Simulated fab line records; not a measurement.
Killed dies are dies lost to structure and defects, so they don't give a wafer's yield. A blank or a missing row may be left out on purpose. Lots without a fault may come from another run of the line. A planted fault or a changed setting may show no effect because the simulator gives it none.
fab line records || flow n5-finfet
record: {"lots": 4, "wafers": 12, "last-day": 20}
route steps=1938 shown BEOL_M8@1389 BEOL_M9@1401 PASSIVATION@1936
lots that met no fault: from a run of the same line without faults
start-h: hours from the record's opening day to when the first of the lot's shown wafers began || wait-h: hours from the lot's prior step to this one || " repeats the value in the row above || L1.1+2: a single row standing in for several wafers || - no value, or no start given || * or withheld: withheld || < > ~ a bound
route shown NAME@n: NAME is a module with steps in the file, n the number in the route of the first one || usual: the fault-free wafers' mean and standard deviation || same: alike in all rows || chamber/n: place in a boat || sites: readings site by site || _std_site: the values' standard deviation || _edge_site: mean of outer sites minus mean of inner sites || radius-mm: how far each site lies from the wafer's centre || mask NAME#n: copy n || behind: the most recent tool/chamber to have shaped the wafer || hold: the reason the lot was held/the length of the hold in hours/how it ended || device: which transistor (n, p or np) failed to switch || end of line: the tests these same wafers got at the end of their route || a step with no rows: only its recipe || killed: the dies lost at the first sort to structure and to defects; this is not the yield of the wafer || map: a wafer's dies, marking killed ones x, the rest . and places with no die _
set.NAME: the run value of the setting; set.NAME@STEP: its run value at that earlier step || model.NAME: the simulator's own value behind a step, which no gauge read
lots at selected steps of the route; one table per step, one row per wafer
services: a tool's chamber out of use, with start hour (start-h, from the record's first day; less than 0 if before it), hours out, and reason
== steps ==
step: N5_BEOL_M8_ALD_77
recipe: {"material": "TaN", "target-thk-a": 20, "temp-c": 275, "ald-precursor-family": "PDMAT", "ald-co-reactant": "NH3", "pressure-torr": 3, "carrier-flow-sccm": 1500, "pulse-time-s": 2, "purge-time-s": 3, "co-reactant-purge-time-s": 2, "co-reactant-pulse-time-s": 3, "ald-cycles": 40, "precursor-vessel-temp-c": 75, "precursor-vessel-pressure-torr": 26.25, "precursor-vessel-carrier-sccm": 1000}
step: N5_BEOL_M8_SURFACE_TREAT_79
recipe: {"gas": "Ar", "time-s": "*", "ion-energy-ev": "*", "ion-current-ma-cm2": 0.5, "pressure-mtorr": "*", "ar-flow-sccm": 30}
step: N5_BEOL_M8_CVD_78
recipe: {"material": "Co", "target-thk-a": 20, "temp-c": "withheld", "precursor": "CCTBA/H2", "pressure-torr": 30, "time-s": 142.3}
step: N5_BEOL_M8_SPUTTER_48
recipe: {"material": "Cu", "target-thk-a": 100, "temp-c": -20, "bias-v": 60, "power-w": 26000, "chamber-pressure-pa": 0.13, "time-s": 1.667}
step: N5_BEOL_M8_ECD_50
recipe: {"material": "Cu", "target-thk-a": 3000}
step: N5_BEOL_M8_ANNEAL_51
recipe: {"temp-c": 225, "time-s": 90, "ambient": "N2"}
step: N5_BEOL_M8_CMP_52
recipe: {"stop-on": "SiCOH_lowk", "t-overpolish-s": 6.9, "down-force-psi": 1, "platen-rpm": 50, "clearing-platen-down-force-psi": 1.5, "clearing-platen-rpm": 50, "post-cmp-clean": "cu-alkaline", "target-thk-nm": 80, "clearing-platen-pad-velocity-m-s": 0.99484, "pad-velocity-m-s": 0.99484}
step: N5_BEOL_M8_PRE_CLEAN_55
recipe: {"gas": "NH3", "time-s": 15, "temp-c": "withheld", "rf-power-w": 300}
step: N5_BEOL_M8_DEP_56
recipe: {"material": "SiCN", "target-thk-a": 100, "temp-c": "withheld", "precursor": "3MS/NH3", "pressure-torr": 3, "rf-w": 202, "time-s": 17.5}
step: N5_BEOL_M9_ILD_DEP_00
recipe: {"material": "SiCOH_lowk", "target-thk-a": 3085.1, "temp-c": 300, "precursor": "DEMS/porogen", "pressure-torr": 5, "rf-w": 500, "time-s": 58}
usual: {"heater-power-w": "366/46", "showerhead-plenum-p-Torr": "5.735/0.018", "throttle-valve-pct": "13.6/0.54"}
{"lot.wafer": "L481.1", "tool": "pecvd-03", "chamber": 2, "start-h": 272.18, "wait-h": 0.0, "heater-power-w": 336, "showerhead-plenum-p-Torr": 5.697, "throttle-valve-pct": 13.7}
{"lot.wafer": "L481.2", "tool": "pecvd-03", "chamber": 1, "start-h": 272.18, "wait-h": 0.0, "heater-power-w": 379, "showerhead-plenum-p-Torr": 5.736, "throttle-valve-pct": 13.5}
{"lot.wafer": "L481.5", "tool": "pecvd-03", "chamber": 1, "start-h": 272.18, "wait-h": 0.0, "heater-power-w": 313, "showerhead-plenum-p-Torr": 5.735, "throttle-valve-pct": 13.7}
{"lot.wafer": "L493.4", "tool": "pecvd-03", "chamber": 0, "start-h": 344.63, "wait-h": 0.1, "heater-power-w": 424, "showerhead-plenum-p-Torr": 5.747, "throttle-valve-pct": 14.1}
{"lot.wafer": "L493.5", "tool": "pecvd-03", "chamber": 1, "start-h": 344.63, "wait-h": 0.1, "heater-power-w": 375, "showerhead-plenum-p-Torr": 5.736, "throttle-valve-pct": 13.6}
{"lot.wafer": "L493.6", "tool": "pecvd-03", "chamber": 2, "start-h": 344.63, "wait-h": 0.1, "heater-power-w": 325, "showerhead-plenum-p-Torr": 5.684, "throttle-valve-pct": 13.4}
{"lot.wafer": "L492.1", "tool": "pecvd-03", "chamber": 0, "start-h": 391.09, "wait-h": 0.0, "heater-power-w": 359, "showerhead-plenum-p-Torr": 5.753, "throttle-valve-pct": 14.3}
{"lot.wafer": "L492.2", "tool": "pecvd-03", "chamber": 2, "start-h": 391.09, "wait-h": 0.0, "heater-power-w": 366, "showerhead-plenum-p-Torr": 5.701, "throttle-valve-pct": 13.3}
{"lot.wafer": "L492.6", "tool": "pecvd-03", "chamber": 0, "start-h": 391.09, "wait-h": 0.0, "heater-power-w": 382, "showerhead-plenum-p-Torr": 5.743, "throttle-valve-pct": 14.3}
{"lot.wafer": "L500.2", "tool": "pecvd-02", "chamber": 1, "start-h": 406.22, "wait-h": 0.0, "heater-power-w": 388, "showerhead-plenum-p-Torr": 5.754, "throttle-valve-pct": 13.5}
{"lot.wafer": "L500.3", "tool": "pecvd-02", "chamber": 0, "start-h": 406.22, "wait-h": 0.0, "heater-power-w": 317, "showerhead-plenum-p-Torr": 5.728, "throttle-valve-pct": 13.0}
{"lot.wafer": "L500.5", "tool": "pecvd-02", "chamber": 0, "start-h": 406.22, "wait-h": 0.0, "heater-power-w": 319, "showerhead-plenum-p-Torr": 5.727, "throttle-valve-pct": 12.9}
step: N5_BEOL_M9_CURE_71
recipe: {"temp-c": 385, "time-s": 240, "ambient": "He/Ar", "material": "SiCOH_lowk"}
step: N5_BEOL_M9_PECVD_70
recipe: {"material": "SiO2", "target-thk-a": 200, "temp-c": 400, "precursor": "TEOS/O2", "pressure-torr": 5.5, "rf-w": 450, "teos-flow-sccm": 53.8, "gas": "O2", "flow-sccm": 3000, "time-s": 22.7}
step: N5_BEOL_M9_HM_DEP_02
recipe: {"material": "TiN", "target-thk-a": 200, "temp-c": 25, "chamber-pressure-pa": 0.49996}
step: N5_BEOL_M9_COAT_59
recipe: {"resist": "SOC", "temp-c": 250, "time-s": 60, "spin-rpm": 1500, "resist-thk-nm": 100}
step: N5_BEOL_M9_COAT_60
recipe: {"resist": "SiARC", "temp-c": 220, "time-s": 60, "spin-rpm": 1500, "resist-thk-nm": 30}
step: N5_BEOL_M9_COAT_05
recipe: {"resist": "CAR-ArF", "spin-rpm": 1500, "resist-thk-nm": 90}
step: N5_BEOL_M9_EBR_07
recipe: {"solvent": "PGMEA", "ebr-width-mm": 1.5}
step: N5_BEOL_M9_SOFTBAKE_06
recipe: {"temp-c": 110, "time-s": 60, "resist": "CAR-ArF"}
step: N5_BEOL_M9_EXPOSE_08
recipe: {"mask-id": "M9", "na": 1.35, "source-shape": "dipole", "sigma-inner": 0.411, "sigma-outer": 0.611, "polarization": "te", "dose-mj": 53.75}
step: N5_BEOL_M9_PEB_09
recipe: {"peb-temp-c": "withheld", "peb-time-s": 60, "resist": "CAR-ArF"}
step: N5_BEOL_M9_DEVELOP_10
recipe: {"develop-time-s": 30, "developer": "TMAH", "resist": "CAR-ArF", "rinse-liquid": "diw", "dry": "air-spin", "dev-temp-c": 23}
step: N5_BEOL_M9_INSPECT_13
recipe: {"mode": "adi", "inspect-instrument": "brightfield"}
usual: {"raw-defect-count": "366/81"}
{"lot.wafer": "L481.1", "tool": "defect-inspect-01", "chamber": "-", "start-h": 273.79, "wait-h": 0.0, "raw-defect-count": 332}
{"lot.wafer": "L481.2", "tool": "defect-inspect-01", "chamber": "-", "start-h": 273.79, "wait-h": 0.0, "raw-defect-count": 365}
{"lot.wafer": "L481.5", "tool": "defect-inspect-01", "chamber": "-", "start-h": 273.79, "wait-h": 0.0, "raw-defect-count": 517}
{"lot.wafer": "L493.4", "tool": "defect-inspect-02", "chamber": "-", "start-h": 347.22, "wait-h": 0.0, "raw-defect-count": 838}
{"lot.wafer": "L493.5", "tool": "defect-inspect-02", "chamber": "-", "start-h": 347.22, "wait-h": 0.0, "raw-defect-count": 236}
{"lot.wafer": "L493.6", "tool": "defect-inspect-02", "chamber": "-", "start-h": 347.22, "wait-h": 0.0, "raw-defect-count": 340}
{"lot.wafer": "L492.1", "tool": "defect-inspect-02", "chamber": "-", "start-h": 392.53, "wait-h": 0.0, "raw-defect-count": 948}
{"lot.wafer": "L492.2", "tool": "defect-inspect-02", "chamber": "-", "start-h": 392.53, "wait-h": 0.0, "raw-defect-count": 399}
{"lot.wafer": "L492.6", "tool": "defect-inspect-02", "chamber": "-", "start-h": 392.53, "wait-h": 0.0, "raw-defect-count": 880}
{"lot.wafer": "L500.2", "tool": "defect-inspect-02", "chamber": "-", "start-h": 408.85, "wait-h": 0.0, "raw-defect-count": 336}
{"lot.wafer": "L500.3", "tool": "defect-inspect-02", "chamber": "-", "start-h": 408.85, "wait-h": 0.0, "raw-defect-count": 609}
{"lot.wafer": "L500.5", "tool": "defect-inspect-02", "chamber": "-", "start-h": 408.85, "wait-h": 0.0, "raw-defect-count": 391}
step: N5_BEOL_M9_DESCUM_16
recipe: {"chemistry": "O2", "time-s": 7.9, "source-power-w": 50, "bias-power-w": 20, "pressure-mtorr": 20, "rf-frequency-hz": 2.712e+07, "temp-c": 40, "resist": "CAR-ArF", "o2-flow-sccm": 225}
step: N5_PASSIVATION_PROBE_49
usual: {"defect-limited-yield": "91.2/1.6", "killed_at_M0_to_M3": "33/11", "killed_at_M4_up": "14/5", "killed-at-contacts": "12/5.8", "killed-at-front-end": "41/12", "killed-at-other": "3.5/2.9", "killed-dies": "104/19", "killed-on-rim": "13/4.2", "killed-open": "68/14", "killed-short": "34/8.8", "sort_bin_4_leakage": "0.00/0.017", "sort_bin_5_function": "5.2/1.1", "sort_bin_6_memory": "3.2/0.71", "sort-n-pass": "1076/19", "sort-yield-pct": "91.2/1.6"}
same: {"gross-dies": 1180, "killed-at-back-side": 0, "sort_bin_8_speed[%]": 0}
{"lot.wafer": "L493.4", "tool": "prober-01", "chamber": "-", "start-h": 416.33, "wait-h": 0.2, "defect-limited-yield[%]": 83.1, "killed_at_M0_to_M3": 24, "killed_at_M4_up": 121, "killed-at-contacts": 2, "killed-at-front-end": 48, "killed-at-other": 4, "killed-dies": 199, "killed-on-rim": 28, "killed-open": 58, "killed-short": 35, "sort_bin_4_leakage[%]": 0, "sort_bin_5_function[%]": 10.8, "sort_bin_6_memory[%]": 4.2, "sort-n-pass": 981, "sort-yield-pct[%]": 83.1}
{"lot.wafer": "L493.5", "tool": "prober-01", "chamber": "-", "start-h": 416.38, "wait-h": 0.2, "defect-limited-yield[%]": 89.7, "killed_at_M0_to_M3": 48, "killed_at_M4_up": 14, "killed-at-contacts": 18, "killed-at-front-end": 40, "killed-at-other": 2, "killed-dies": 122, "killed-on-rim": 17, "killed-open": 84, "killed-short": 38, "sort_bin_4_leakage[%]": 0, "sort_bin_5_function[%]": 6.2, "sort_bin_6_memory[%]": 3.8, "sort-n-pass": 1058, "sort-yield-pct[%]": 89.7}
{"lot.wafer": "L493.6", "tool": "prober-01", "chamber": "-", "start-h": 416.43, "wait-h": 0.3, "defect-limited-yield[%]": 90.9, "killed_at_M0_to_M3": 41, "killed_at_M4_up": 10, "killed-at-contacts": 14, "killed-at-front-end": 35, "killed-at-other": 7, "killed-dies": 107, "killed-on-rim": 16, "killed-open": 74, "killed-short": 28, "sort_bin_4_leakage[%]": 0, "sort_bin_5_function[%]": 5.2, "sort_bin_6_memory[%]": 3.2, "sort-n-pass": 1073, "sort-yield-pct[%]": 90.9}
{"lot.wafer": "L492.1", "tool": "prober-02", "chamber": "-", "start-h": 456.76, "wait-h": 0.0, "defect-limited-yield[%]": 84.3, "killed_at_M0_to_M3": 19, "killed_at_M4_up": 108, "killed-at-contacts": 7, "killed-at-front-end": 44, "killed-at-other": 7, "killed-dies": 185, "killed-on-rim": 29, "killed-open": 44, "killed-short": 35, "sort_bin_4_leakage[%]": 0.08, "sort_bin_5_function[%]": 10.2, "sort_bin_6_memory[%]": 3.4, "sort-n-pass": 994, "sort-yield-pct[%]": 84.2}
{"lot.wafer": "L492.6", "tool": "prober-02", "chamber": "-", "start-h": 457.01, "wait-h": 0.3, "defect-limited-yield[%]": 83.5, "killed_at_M0_to_M3": 22, "killed_at_M4_up": 111, "killed-at-contacts": 5, "killed-at-front-end": 54, "killed-at-other": 3, "killed-dies": 195, "killed-on-rim": 24, "killed-open": 59, "killed-short": 29, "sort_bin_4_leakage[%]": 0, "sort_bin_5_function[%]": 9.7, "sort_bin_6_memory[%]": 4.7, "sort-n-pass": 985, "sort-yield-pct[%]": 83.5}
killed by level:class
L493.4 BEOL_M9:unspecified=106 FIN_SAQP:geometric-particle:open=11 FIN_SAQP:geometric-particle:short=11 BEOL_M0_SAQP:geometric-particle:open=11 BEOL_M4:geometric-particle:open=9 BEOL_M0_SAQP:geometric-particle:short=6 GATE_CUT:geometric-particle:short=5 STI_FIN_REVEAL:geometric-particle:open=4
L493.5 MOL_CONTACT_COAG:geometric-particle:open=18 BEOL_M0_SAQP:geometric-particle:open=13 BEOL_M3:geometric-particle:open=12 FIN_SAQP:geometric-particle:short=10 BEOL_M0_SAQP:geometric-particle:short=9 DUMMY_GATE:geometric-particle:open=8 FIN_SAQP:geometric-particle:open=6 GATE_CUT:geometric-particle:short=6
L493.6 MOL_CONTACT_COAG:geometric-particle:open=12 BEOL_M3:geometric-particle:open=12 FIN_SAQP:geometric-particle:open=11 BEOL_M2:geometric-particle:open=11 FIN_SAQP:geometric-particle:short=8 BEOL_M0_SAQP:geometric-particle:open=8 BEOL_M5:geometric-particle:open=7 BEOL_M0_SAQP:geometric-particle:short=7
L492.1 BEOL_M9:unspecified=106 STI_FIN_REVEAL:geometric-particle:open=11 FIN_SAQP:geometric-particle:short=7 GATE_CUT:geometric-particle:short=7 BEOL_M0_SAQP:geometric-particle:short=6 MOL_CONTACT_COAG:geometric-particle:open=6 PASS1_CAP:geometric-particle:short=4 ILD0:geometric-particle:short=4
L492.6 BEOL_M9:unspecified=105 STI_FIN_REVEAL:geometric-particle:open=22 BEOL_M0_SAQP:geometric-particle:open=8 BEOL_M0_SAQP:geometric-particle:short=7 FIN_SAQP:geometric-particle:open=5 MOL_CONTACT_COAG:geometric-particle:open=5 BEOL_M4:geometric-particle:open=5 STARTING-WAFER:geometric-particle:short=5
map L492.6 (x killed, . not)
_________________.....x......________________
______________..x...x..........._____________
___________......x......x..........__________
__________.............x.x...x...x.._________
________......x..................x...._______
_______.........x......................______
______.....................x.........x.._____
_____.x..........x.......x.x....x........____
____...xx.................................___
___x........x........x...............x.....__
___..........x...x...............x.........__
__..................x....x.................._
__.....xx...x.........x............x...x...._
_............................xx..............
_.......x........x...........................
_.xx........................x.x.......x......
_...................x.....x..................
_...............................x..x.........
_...xx..x..x.......x....x......x....xx.......
_...xx.......................................
_...........................x.x..x.x.........
__x..x.....x...x..................xx.x......_
__.....x.........x..........x..xx.xxxx......_
___.............x........x..xxxxxxxxxx..xx.__
___............x.....x....xx.xxxxxxxxxxx...__
____.x..................x.xxxxxxxxxxxxxx.x___
_____.........xx...........xxxxxxxxxxxxx.____
______.............x.....x...xxxxxxxxxxx_____
_______x....................xxxxxxxxxxx______
________........x......x......xxxxxxxx_______
__________..x.......xx....x..x.xxxxx_________
___________.........x........xxx.xx__________
______________................xx_____________
_________________..........x.________________
map L493.4 (x killed, . not)
_________________x...........________________
______________...........x......_____________
___________.............x..xx.xxxx.__________
__________........x..............x.x_________
________............x.x..........x...._______
_______....................x...........______
______....x..................x..x......._____
_____.......x......x.xxx.............x...____
____.....x..x..........x.....x...x........___
___......x.x...........................x...__
___..x.............x.......................__
__.x................x......................._
__.............xx.x..............x...x..x..._
_x...........x...............x...............
_...............x........................x...
_.................x.....x....................
_.............................x..............
_..............................x....x........
_....xx...x...........x.......xx....x..x.x...
_.x.x.................................x....x.
_................x..............x..x.........
__......x...x....x..............x...x......._
__...............x....x.........xxxx..x.x..._
___.........................xx.xxxxxxxxxx..__
___.....x.........x.........xxxxxxxxxxxx.x.__
____.x.....................xxxxxxxxxxxxxx.___
_____...xx.x.x..x.........x..xxxxxxxxxxxx____
______....................x.xxxxxxxxxxxx_____
_______...x.................xxxxxxxxxxx______
________............x......x.xxxxxxxxx_______
__________...................xxxxxxx_________
___________..xxx..x....x.x....xxx.x__________
______________....x........x.x.x_____________
_________________............________________
== services ==
{"tool": "pecvd-02", "chamber": "-", "start-h": 257.78, "hours": 1.3, "kind": "repair"}
{"tool": "pecvd-03", "chamber": 2, "start-h": 289.21, "hours": 5.5, "kind": "scheduled-down"}
{"tool": "pecvd-03", "chamber": "-", "start-h": 289.91, "hours": 1.7, "kind": "repair"}
{"tool": "pecvd-02", "chamber": "-", "start-h": 311.91, "hours": 1.3, "kind": "repair"}
{"tool": "pecvd-03", "chamber": 0, "start-h": 336.98, "hours": 2.1, "kind": "scheduled-down"}
{"tool": "pecvd-03", "chamber": "-", "start-h": 352.76, "hours": 14.6, "kind": "pm"}
{"tool": "pecvd-03", "chamber": 1, "start-h": 383.62, "hours": "-", "kind": "clean"}
{"tool": "pecvd-03", "chamber": 1, "start-h": 383.62, "hours": "-", "kind": "consumable-replace:showerhead"}
{"tool": "pecvd-03", "chamber": 1, "start-h": 383.62, "hours": 29.0, "kind": "scheduled-down"}
{"tool": "pecvd-03", "chamber": 1, "start-h": 383.62, "hours": 29.0, "kind": "vent-cycle"}
{"tool": "pecvd-02", "chamber": "-", "start-h": 383.77, "hours": 14.6, "kind": "pm"}
== key ==
first-sign: {"step": "N5_BEOL_M9_INSPECT_13", "reading": "raw-defect-count", "direction": "up", "sigmas": 6.5, "usual": 366, "struck": 889}
effect: {"step": "N5_PASSIVATION_PROBE_49", "reading": "killed_at_M4_up", "direction": "up", "sigmas": 20, "usual": 14, "struck": 113}
more-kills-born-at: {"N5_BEOL_M9_ILD_DEP_00@pecvd-03": 317}
met-at N5_BEOL_M9_ILD_DEP_00
struck-wafers L492.1,L492.6,L493.4
fault: {"kind": "chamber-particle-source", "tool": "pecvd-03", "chamber": 0, "onset-h": 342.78, "steps": "N5_BEOL_M9_ILD_DEP_00", "rate-per-visit-cm2": 0.89955, "end-h": 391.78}
